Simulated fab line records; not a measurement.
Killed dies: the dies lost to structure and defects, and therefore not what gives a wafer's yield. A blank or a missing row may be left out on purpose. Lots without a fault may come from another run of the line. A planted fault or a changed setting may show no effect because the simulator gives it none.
Chamber matching -- flow nand_harc -- rie_diel-07 running NHARC_P_M2_STRIP_18: 4 sister chambers
The step strips in N2/H2. 7 wafers are shown with their chamber, then 7 later ones without.

== WAFERS, EACH WITH ITS CHAMBER ==
wafer,chamber,drypump_motor_current_A (A),throttle_valve_pct (%)
L080.6,2,5.7,14.195
L082.5,1,5.6,14.187
L086.1,1,5.6,14.167
L086.3,3,5.5,14.161
L086.6,0,6.7,14.186
L087.3,3,5.5,14.181
L087.4,0,6.6,14.166

== WAFERS WITHOUT THEIR CHAMBER ==
wafer,drypump_motor_current_A (A),throttle_valve_pct (%)
L087.6,5.5,14.164
L093.2,5.7,14.170
L093.5,5.5,14.150
L093.6,6.6,14.164
L094.3,5.6,14.182
L094.4,5.7,14.166
L094.6,5.5,14.188

== WHICH CHAMBER EACH WENT THROUGH ==
wafer,from the rows above,in truth
L087.6,3,3
L093.2,can't be placed: 2 or 1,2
L093.5,can't be placed: 3 or 1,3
L093.6,0,0
L094.3,1,1
L094.4,can't be placed: 2 or 1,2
L094.6,can't be placed: 3 or 1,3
Placed correctly: 3 of 7. Can't be placed from these rows: 4 (the true chamber is among the candidates in 4). Wrongly placed: 0.
How it was worked out, from the rows above alone: a wafer's distance from a chamber is the root of the sum, over the readings, of the square of ((its reading less the chamber's mean) divided by the reading's scatter). If the next closest chamber is less than 2 further off than the closest, the wafer can't be placed; otherwise it belongs to the closest. For every chamber, the mean is computed from those of its wafers that are shown. The scatter: take each reading less its chamber's mean, square it, sum over the shown wafers, divide by the number of wafers less the number of chambers, and take the root.
